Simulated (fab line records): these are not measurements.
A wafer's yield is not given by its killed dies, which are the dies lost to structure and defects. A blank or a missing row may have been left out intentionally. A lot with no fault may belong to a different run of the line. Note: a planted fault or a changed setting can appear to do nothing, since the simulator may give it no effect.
fab line records -- flow nand-harc
record lots=5, wafers=15, last-day=33
route steps=1302 shown P_GATE@126 END@1302
lots untouched by any fault: they come from a run of this same line in which no faults occurred
start-h: the number of hours between the record's first day and the start of the first shown wafer of the lot -- wait-h: hours since the lot's step before -- " unchanged from the row above -- L1.1+2: one row covering several wafers at once -- - no value present, or no start provided -- * or withheld: withheld -- < > ~ a bound
route shown NAME@n: names a module that has steps shown in the file, with the first one's number in the route -- usual: mean/standard deviation taken from wafers without a fault -- same: alike in all rows -- chamber/n: place in a boat -- sites: the reading at each site -- _std_site: the values' standard deviation -- _edge_site: inner sites' mean taken away from outer sites' mean -- radius-mm: for every site, how far away it sits from the centre of the wafer -- mask NAME#n: copy n -- behind: the tool/chamber that last shaped the wafer -- hold: why the lot went on hold/how many hours it stayed there/how the hold came to an end -- device: the n, p or np transistor that did not switch -- end of line: the same wafers' tests at the end of the route -- a step with no rows: only its recipe -- killed: not the wafer's yield, but the dies lost to structure and defects at the first sort -- map: per-die view of a wafer (x killed, . not killed, _ where there is no die)
set.NAME: the setting the step ran with; set.NAME@STEP: the setting that earlier step ran with -- model.NAME: the simulator's own value behind a step, which no gauge read
certain route steps with their lots: each step a table, each wafer a row
services: a tool's chamber out of use, with start hour (start-h, from the record's first day; less than 0 if before it), hours out, and reason
## steps
# step NHARC_P_GATE_STRIP_15
# recipe time-s=780, temp-c=130, chemistry=SPM
# step NHARC_P_GATE_PRECLEAN_71
# recipe time-s=*, temp-c=50, bath-age-min=0, chemistry=SC1
# step NHARC_P_GATE_SRD_72
# step NHARC_P_GATE_OXIDE_16
# recipe target-thk-a=30, temp-c=875, ox-time-s=392, material=SiO2
# step NHARC_P_GATE_CVD_17
# recipe target-thk-a=1500, temp-c=620, time-s=900, material=poly-Si
# step NHARC_P_GATE_HM_DEP_102
# recipe target-thk-a=1200, temp-c=400, material=aC
# usual throttle-valve-pct=34.999/0.0086
lot.wafer,tool,chamber,start-h,wait-h,throttle-valve-pct
L534.1,acl-dep-03,0,132.74,0.4,35.008
L534.4,acl-dep-03,0,132.74,0.4,35.009
L534.6,acl-dep-03,0,132.74,0.4,34.996
L535.2,acl-dep-01,0,142.13,0.9,34.991
L535.4,acl-dep-01,0,142.13,0.9,34.987
L535.5,acl-dep-01,0,142.13,0.9,35.014
L547.1,acl-dep-03,0,261.67,1.8,35.002
L547.4,acl-dep-03,0,261.67,1.8,34.994
L547.5,acl-dep-03,0,261.67,1.8,34.997
L551.1,acl-dep-02,0,301.86,1.8,34.991
L551.4,acl-dep-02,0,301.86,1.8,34.999
L551.5,acl-dep-02,0,301.86,1.8,35.005
L553.1,acl-dep-03,0,320.71,0.4,35.000
L553.3,acl-dep-03,0,320.71,0.4,35.013
L553.6,acl-dep-03,0,320.71,0.4,35.001
# step NHARC_P_GATE_DEP_103
# recipe target-thk-a=300, target-thk-nm=30, temp-c=400, flow-sccm=200, rf-w=350, material=SiON
# usual heater-power-w=747/72
lot.wafer,tool,chamber,start-h,wait-h,heater-power-w,since-wet-clean-h
L534.1,pecvd-04,1,133.47,0.6,857,32
L534.4,pecvd-04,0,133.47,0.6,847,-
L534.6,pecvd-04,1,133.47,0.6,840,-
L535.2,pecvd-03,2,142.82,0.6,652,126
L535.5,pecvd-03,2,142.82,0.6,675,-
L535.4,pecvd-03,0,142.82,0.6,722,-
L547.1,pecvd-03,1,262.39,0.6,822,64
L547.4,pecvd-03,0,262.39,0.6,637,-
L547.5,pecvd-03,1,262.39,0.6,845,-
L551.1,pecvd-04,2,302.58,0.6,833,21
L551.4,pecvd-04,1,302.58,0.6,917,-
L551.5,pecvd-04,2,302.58,0.6,839,-
L553.1,pecvd-04,1,321.38,0.6,822,39
L553.3,pecvd-04,0,321.38,0.6,857,39
L553.6,pecvd-04,2,321.38,0.6,778,-
# step NHARC_P_GATE_DEHYDRATE_18
# recipe temp-c=150, time-s=120
# step NHARC_P_GATE_HMDS_19
# recipe time-s=30
# step NHARC_P_GATE_COAT_20
# recipe spin-rpm=1500, resist-thk-nm=90
# step NHARC_P_GATE_SOFTBAKE_21
# recipe temp-c=105, time-s=55
# step NHARC_P_GATE_EBR_22
# step NHARC_P_GATE_EXPOSE_23
# recipe na=1.35, target-cd-nm=120, dose-mj=93.91, mask-id=P_GATE
# usual focus-offset-nm=-0.1/0.54, reticle-temp-C=23.03/0.1
# same na=1.35
lot.wafer,tool,chamber,start-h,wait-h,mask,focus-offset-nm,reticle-temp-C
L534.1,arfi-scanner-02,0,133.95,-,P_GATE#0,0.6,23.12
L534.4,arfi-scanner-02,0,133.95,-,P_GATE#0,0.7,23.08
L534.6,arfi-scanner-02,0,133.95,-,P_GATE#0,0.7,23.13
L535.2,arfi-scanner-01,0,143.33,-,P_GATE_R1#0,0.0,23.04
L535.4,arfi-scanner-01,0,143.33,-,P_GATE_R1#0,-0.7,22.96
L535.5,arfi-scanner-01,0,143.33,-,P_GATE_R1#0,-0.2,23.02
L547.1,arfi-scanner-02,0,262.87,-,P_GATE#0,-1.0,22.92
L547.4,arfi-scanner-02,0,262.87,-,P_GATE#0,-0.2,23.02
L547.5,arfi-scanner-02,0,262.87,-,P_GATE#0,0.0,22.98
L551.1,arfi-scanner-02,0,302.94,-,P_GATE#0,0.3,23.05
L551.4,arfi-scanner-02,0,302.94,-,P_GATE#0,0.8,23.07
L551.5,arfi-scanner-02,0,302.94,-,P_GATE#0,0.5,23.03
L553.1,arfi-scanner-01,0,321.92,-,P_GATE#0,0.4,23.07
L553.3,arfi-scanner-01,0,321.92,-,P_GATE#0,0.1,23.02
L553.6,arfi-scanner-01,0,321.92,-,P_GATE#0,0.6,22.94
# step NHARC_P_GATE_PEB_24
# recipe peb-temp-c=100, peb-time-s=65
# step NHARC_P_GATE_DEVELOP_25
# recipe develop-time-s=35, dev-temp-c=23
# step NHARC_P_GATE_CD_MEAS_26
# recipe target-cd-nm=120, landing-energy-ev=500
# usual cd-nm=120.0/0.57
# same landing-energy-ev=500
lot.wafer,tool,chamber,start-h,wait-h,cd-nm
L534.1,cd-sem-02,0,134.09,-,119.3
L534.4,cd-sem-02,0,134.09,-,119.4
L534.6,cd-sem-02,0,134.09,-,119.6
L535.2,cd-sem-02,0,143.47,-,113.7
L535.4,cd-sem-02,0,143.47,-,113.3
L535.5,cd-sem-02,0,143.47,-,113.4
L547.1,cd-sem-03,0,263.01,-,120.5
L547.4,cd-sem-03,0,263.01,-,120.6
L547.5,cd-sem-03,0,263.01,-,121.1
L551.1,cd-sem-02,0,303.08,-,120.5
L551.4,cd-sem-02,0,303.08,-,120.2
L551.5,cd-sem-02,0,303.08,-,120.8
L553.1,cd-sem-02,0,322.06,-,120.2
L553.3,cd-sem-02,0,322.06,-,120.6
L553.6,cd-sem-02,0,322.06,-,120.0
# step NHARC_P_GATE_OVL_MEAS_27
# usual overlay-x-nm=0.2/0.82, overlay-y-nm=0.0/0.98
lot.wafer,tool,chamber,start-h,wait-h,overlay-x-nm,overlay-y-nm
L534.1,overlay-01,-,134.18,-,-1.2,0.5
L534.4,overlay-01,-,134.18,-,-0.6,0.3
L534.6,overlay-01,-,134.18,-,-0.7,0.8
L535.2,overlay-01,-,143.55,-,-1.5,-0.3
L535.4,overlay-01,-,143.55,-,-1.2,-0.3
L535.5,overlay-01,-,143.55,-,-0.6,0.1
L547.1,overlay-01,-,263.10,-,2.0,-0.3
L547.4,overlay-01,-,263.10,-,2.2,-0.1
L547.5,overlay-01,-,263.10,-,1.9,-0.5
L551.1,overlay-02,-,303.16,-,0.0,0.1
L551.4,overlay-02,-,303.16,-,-0.1,0.5
L551.5,overlay-02,-,303.16,-,0.4,0.7
L553.1,overlay-02,-,322.15,-,0.0,0.9
L553.3,overlay-02,-,322.15,-,0.0,0.8
L553.6,overlay-02,-,322.15,-,0.1,0.4
# step NHARC_P_GATE_INSPECT_28
# usual raw-defect-count=6/3.2
lot.wafer,tool,chamber,start-h,wait-h,raw-defect-count
L534.1,defect-inspect-01,-,134.21,0.0,6
L534.4,defect-inspect-01,-,134.21,0.0,4
L534.6,defect-inspect-01,-,134.21,0.0,5
L535.2,defect-inspect-02,-,143.59,0.0,1
L535.4,defect-inspect-02,-,143.59,0.0,2
L535.5,defect-inspect-02,-,143.59,0.0,5
L547.1,defect-inspect-01,-,263.14,0.0,2
L547.4,defect-inspect-01,-,263.14,0.0,4
L547.5,defect-inspect-01,-,263.14,0.0,6
L551.1,defect-inspect-01,-,303.20,0.0,3
L551.4,defect-inspect-01,-,303.20,0.0,8
L551.5,defect-inspect-01,-,303.20,0.0,4
L553.1,defect-inspect-01,-,322.18,0.0,11
L553.3,defect-inspect-01,-,322.18,0.0,13
L553.6,defect-inspect-01,-,322.18,0.0,7
# step NHARC_P_GATE_DESCUM_31
# recipe time-s=3, o2-flow-sccm=200, ar-flow-sccm=0, bias-power-w=0, chemistry=O2
# usual drypump-motor-current-A=5.7/0.49, oes-product-au=1.000/0.011, rf-vpp-V=57.7/0.92, showerhead-plenum-p-Torr=1.91/0.088, throttle-valve-pct=11.311/0.0095
lot.wafer,tool,chamber,start-h,wait-h,drypump-motor-current-A,oes-product-au,rf-hours-counter-h,rf-vpp-V,showerhead-plenum-p-Torr,throttle-valve-pct,model.P_GATE.cd-nm
L534.4,rie-diel-03,0,134.27,0.1,5.2,1.012,1,57.9,1.83,11.311,119.4
L534.1,rie-diel-03,2,134.27,0.1,5.7,1.015,1,58.1,1.80,11.316,119.6
L534.6,rie-diel-03,0,134.27,0.1,5.2,1.018,-,57.6,1.83,11.322,119.6
L535.4,rie-diel-07,1,143.65,0.1,6.2,1.024,0,59.5,2.03,11.316,114
L535.2,rie-diel-07,2,143.65,0.1,5.8,0.995,0,56.8,1.97,11.311,114.7
L535.5,rie-diel-07,1,143.65,0.1,6.2,1.027,-,60.3,2.03,11.305,113.8
L547.1,rie-diel-05,1,263.20,0.1,6.3,1.010,1,59.2,1.90,11.320,121.5
L547.4,rie-diel-05,3,263.20,0.1,6.1,0.992,1,57.1,1.82,11.303,120.5
L547.5,rie-diel-05,1,263.20,0.1,6.2,1.013,-,57.9,1.90,11.304,121.5
L551.4,rie-diel-07,3,303.26,0.1,5.2,1.009,0,58.3,2.05,11.306,119.9
L551.1,rie-diel-07,1,303.26,0.1,6.2,1.017,0,57.3,2.02,11.304,120.2
L551.5,rie-diel-07,3,303.26,0.1,5.2,1.004,-,56.5,2.05,11.313,120.4
L553.3,rie-diel-05,3,322.24,0.1,6.1,0.995,3,58.8,1.82,11.318,120.9
L553.1,rie-diel-05,2,322.24,0.1,6.1,1.000,4,58.1,2.02,11.309,120.1
L553.6,rie-diel-05,3,322.24,0.1,6.1,0.989,-,58.4,1.82,11.311,120.4
# step NHARC_P_GATE_ETCH_104
# recipe target-depth-a=600, time-s=withheld, cf4-flow-sccm=100, chf3-flow-sccm=30, ar-flow-sccm=0, rf-w=500, bias-w=200, chemistry=CF4/CHF3
# usual drypump-motor-current-A=5.8/0.49, oes-product-au=0.949/0.024, rf-vpp-V=370.5/2.3, showerhead-plenum-p-Torr=1.57/0.068, throttle-valve-pct=16.802/0.0098
lot.wafer,tool,chamber,start-h,wait-h,drypump-motor-current-A,oes-product-au,rf-vpp-V,showerhead-plenum-p-Torr,throttle-valve-pct
L534.1,rie-diel-03,2,134.37,0.1,5.7,0.978,367.4,1.48,16.810
L534.4,rie-diel-03,3,134.37,0.1,6.6,0.969,370.1,1.56,16.797
L534.6,rie-diel-03,1,134.37,0.1,4.9,0.937,367.3,1.51,16.802
L535.2,rie-diel-07,2,143.74,0.1,5.9,0.914,373.1,1.62,16.788
L535.4,rie-diel-07,3,143.74,0.1,5.2,0.913,373.6,1.68,16.817
L535.5,rie-diel-07,2,143.74,0.1,5.9,0.918,372.2,1.62,16.808
L547.4,rie-diel-05,1,263.29,0.1,6.3,0.930,369.8,1.57,16.803
L547.1,rie-diel-05,2,263.29,0.1,6.1,0.916,373.5,1.66,16.817
L547.5,rie-diel-05,3,263.29,0.1,6.1,0.903,367.0,1.50,16.802
L551.1,rie-diel-07,1,303.35,0.1,6.2,0.986,373.6,1.66,16.807
L551.4,rie-diel-07,2,303.35,0.1,5.9,0.972,372.4,1.62,16.803
L551.5,rie-diel-07,3,303.35,0.1,5.2,0.965,374.7,1.68,16.792
L553.1,rie-diel-05,2,322.33,0.1,6.1,0.972,372.9,1.66,16.804
L553.3,rie-diel-05,1,322.33,0.1,6.3,0.987,369.7,1.56,16.792
L553.6,rie-diel-05,3,322.33,0.1,6.1,0.958,368.0,1.50,16.807
# step NHARC_P_GATE_HM_OPEN_105
# recipe target-depth-a=3600, o2-flow-sccm=400, cos-flow-sccm=20, ar-flow-sccm=0, rf-w=500, bias-w=300, chemistry=O2/COS
# usual drypump-motor-current-A=5.8/0.48, oes-product-au=1.002/0.01, rf-vpp-V=467.1/3, showerhead-plenum-p-Torr=3.12/0.13, throttle-valve-pct=28.330/0.0082
lot.wafer,tool,chamber,start-h,wait-h,drypump-motor-current-A,oes-product-au,rf-hours-counter-h,rf-vpp-V,showerhead-plenum-p-Torr,throttle-valve-pct
L534.1,rie-diel-03,2,-,-,5.7,1.007,1,462.0,2.95,28.331
L534.4,rie-diel-03,0,-,-,5.2,1.015,1,465.9,3.00,28.332
L534.6,rie-diel-03,2,-,-,5.7,1.015,-,462.9,2.94,28.337
L535.2,rie-diel-07,0,-,-,5.8,1.011,0,472.2,3.25,28.320
L535.4,rie-diel-07,1,-,-,6.2,1.022,0,471.6,3.30,28.326
L535.5,rie-diel-07,1,-,-,6.2,1.021,-,471.1,3.30,28.333
L547.1,rie-diel-05,3,-,-,6.1,1.006,1,465.4,2.98,28.322
L547.4,rie-diel-05,0,-,-,5.5,0.993,1,464.3,3.05,28.320
L547.5,rie-diel-05,0,-,-,5.5,1.005,-,465.1,3.05,28.334
L551.1,rie-diel-07,0,-,-,5.8,1.008,0,469.5,3.25,28.321
L551.4,rie-diel-07,3,-,-,5.2,0.995,0,471.7,3.33,28.334
L551.5,rie-diel-07,0,-,-,5.8,1.009,-,468.9,3.25,28.317
L553.1,rie-diel-05,2,-,-,6.1,0.999,4,471.4,3.29,28.314
L553.3,rie-diel-05,0,-,-,5.5,1.004,2,465.3,3.05,28.329
L553.6,rie-diel-05,3,-,-,6.1,0.994,-,464.5,2.98,28.340
# step NHARC_P_GATE_STRIP_106
# recipe o2-flow-sccm=400, cos-flow-sccm=20, ar-flow-sccm=0, bias-w=0, chemistry=O2/COS
# step NHARC_P_GATE_ETCH_114
# recipe target-depth-a=300, overetch-a=30, time-s=16.5, ion-energy-ev=100, cf4-flow-sccm=80, o2-flow-sccm=20, ar-flow-sccm=0, rf-w=300, bias-w=100, chemistry=CF4/O2
# step NHARC_P_GATE_ETCH_32
# recipe target-depth-a=1500, over-etch-frac=1, over-etch-ion-energy-ev=40, time-s=100.1, hbr-flow-sccm=150, cl2-flow-sccm=50, rf-w=400, icp-w=400, bias-w=100, chemistry=HBr/Cl2
# usual drypump-motor-current-A=5.7/0.57, oes-product-au=0.999/0.012, throttle-valve-pct=26.406/0.0091
# same over-etch-frac=1
lot.wafer,tool,chamber,start-h,wait-h,drypump-motor-current-A,oes-product-au,rf-hours-counter-h,throttle-valve-pct,model.P_GATE.cd-nm
L534.1,rie-si-01,3,134.74,-,5.0,0.984,0.8,26.408,119.5
L534.4,rie-si-01,2,134.74,-,6.2,0.990,0.7,26.406,119.9
L534.6,rie-si-01,0,134.74,-,5.7,0.989,-,26.402,121.2
L535.4,rie-si-02,2,144.14,-,5.7,1.017,0.2,26.417,116.4
L535.2,rie-si-02,3,144.14,-,6.3,0.993,0.2,26.390,121.5
L535.5,rie-si-02,1,144.14,-,5.0,0.997,-,26.417,117.2
L547.4,rie-si-01,1,263.68,-,6.4,0.999,0.4,26.426,118.6
L547.1,rie-si-01,2,263.68,-,6.3,0.991,0.5,26.401,119.7
L547.5,rie-si-01,0,263.68,-,5.7,1.004,-,26.393,120.4
L551.4,rie-si-03,2,303.74,-,6.0,0.986,0.5,26.396,120.6
L551.1,rie-si-03,1,303.74,-,6.4,1.002,0.5,26.418,120.1
L551.5,rie-si-03,3,303.74,-,5.5,1.006,-,26.394,119.2
L553.3,rie-si-02,0,322.74,-,5.0,0.994,0.3,26.397,118.1
L553.1,rie-si-02,1,322.74,-,5.0,1.000,0.2,26.417,122
L553.6,rie-si-02,2,322.74,-,5.7,0.995,-,26.413,123.5
# step NHARC_P_GATE_STRIP_108
# recipe o2-flow-sccm=500, ar-flow-sccm=0, bias-w=0, chemistry=O2
# usual drypump-motor-current-A=5.8/0.5, oes-product-au=1.003/0.012, rf-vpp-V=57.8/0.94, showerhead-plenum-p-Torr=3.56/0.15, throttle-valve-pct=17.037/0.0092
lot.wafer,tool,chamber,start-h,wait-h,drypump-motor-current-A,oes-product-au,rf-hours-counter-h,rf-vpp-V,showerhead-plenum-p-Torr,throttle-valve-pct
L534.4,rie-diel-07,3,134.90,-,5.2,0.992,0,58.3,3.77,17.023
L534.1,rie-diel-07,1,134.90,-,6.2,1.027,0,59.1,3.72,17.043
L534.6,rie-diel-07,0,134.90,-,5.8,0.992,-,56.4,3.68,17.045
L535.2,rie-diel-03,3,144.27,-,6.6,0.997,2,58.4,3.49,17.029
L535.4,rie-diel-03,2,144.27,-,5.7,1.013,2,56.7,3.33,17.054
L535.5,rie-diel-03,3,144.27,-,6.6,0.991,-,57.4,3.49,17.041
L547.4,rie-diel-07,3,263.85,-,5.2,1.015,8,59.0,3.76,17.048
L547.1,rie-diel-07,0,263.85,-,5.8,1.001,8,58.3,3.67,17.048
L547.5,rie-diel-07,2,263.85,-,5.9,0.992,-,57.5,3.63,17.029
L551.1,rie-diel-03,0,303.94,-,5.2,1.017,0,57.3,3.39,17.034
L551.4,rie-diel-03,1,303.94,-,4.8,1.012,0,58.2,3.39,17.041
L551.5,rie-diel-03,3,303.94,-,6.6,1.022,-,57.1,3.49,17.029
L553.1,rie-diel-07,3,322.88,-,5.2,0.995,1,59.2,3.76,17.020
L553.3,rie-diel-07,0,322.88,-,5.8,1.011,1,57.7,3.67,17.016
L553.6,rie-diel-07,3,322.88,-,5.2,1.003,-,58.0,3.76,17.032
# step NHARC_END_SORT_01
# recipe temp-c=25
# usual killed-at-array=58/18, killed-at-other=1.0/1.5, killed-at-periphery=4/3.1, killed-dies=64/18, killed-open=3.4/1.9, killed-short=2.7/1.7
# same gross-dies=677
lot.wafer,tool,chamber,start-h,wait-h,killed-at-array,killed-at-other,killed-at-periphery,killed-dies,killed-open,killed-short
L547.5,prober-02,0,732.11,3.7,65,0,4,69,4,4
# killed by level:class
L547.5 A_SLIT:chamber-film-flake=18 A_CHANNEL_HOLE_D2:chamber-film-flake=16 A_CONTACT:chamber-film-flake=8 A_CHANNEL_HOLE_D1:chamber-film-flake=7 A_STAIRCASE:chamber-film-flake=7 P_ZERO_WELL:chamber-film-flake=2 P_M0:geometric-particle:short=1 A_ONON_D1:geometric-particle:short=1
## services
tool,chamber,start-h,hours,kind
rie-diel-03,3,112.67,7.4,repair
acl-dep-03,-,116.20,13.0,pm
rie-diel-07,-,117.20,9.0,pm
arfi-scanner-01,-,118.34,0.3,repair
arfi-scanner-02,-,127.36,0.3,repair
arfi-scanner-02,-,140.00,4.0,pm
rie-si-01,-,140.74,0.3,repair
arfi-scanner-01,-,149.60,0.5,repair
rie-diel-03,-,159.69,21.3,repair
rie-diel-05,1,161.60,3.1,repair
rie-diel-05,-,172.19,4.8,repair
rie-diel-03,2,202.87,11.6,repair
pecvd-04,-,217.67,0.6,repair
rie-diel-05,-,229.60,9.0,pm
rie-diel-07,1,256.65,3.3,repair
pecvd-04,-,269.00,13.0,pm
rie-diel-03,0,269.32,4.4,repair
rie-diel-03,-,281.30,9.0,pm
rie-diel-07,-,294.20,9.0,pm
rie-diel-05,0,294.30,8.2,repair
acl-dep-03,-,299.15,13.0,pm
arfi-scanner-02,-,312.00,4.0,pm
arfi-scanner-02,-,317.29,0.8,repair
pecvd-04,-,321.97,77.1,repair
## key
first-sign step=NHARC_P_GATE_EXPOSE_23, reading=mask, direction=changed
effect step=NHARC_P_GATE_CD_MEAS_26, reading=cd-nm, direction=down, sigmas=11, usual=120.0, struck=113.5
model-effect step=NHARC_P_GATE_DESCUM_31, value=P_GATE.cd-nm, without=121.1, struck=114.2
model-effect step=NHARC_P_GATE_ETCH_32, value=P_GATE.cd-nm, without=125.2, struck=118.3
met-at NHARC_P_GATE_EXPOSE_23
struck-wafers L535.2,L535.4,L535.5
tester-left-out L535
fault kind=wrong-mask, tool=any, chamber=-, onset-h=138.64, steps=NHARC_P_GATE_EXPOSE_23, aux-copy=P_GATE_R1#0, cd-offset-nm=-6.8788, scope=struck-lots-only
# tester-left-out: of these lots the tester's yield and bins aren't shown, on N5 and GAA mostly nor the transistor test; their killed dies are dies lost to structure and defects alone, not to doping, threshold or leakage, so they don't give the yield
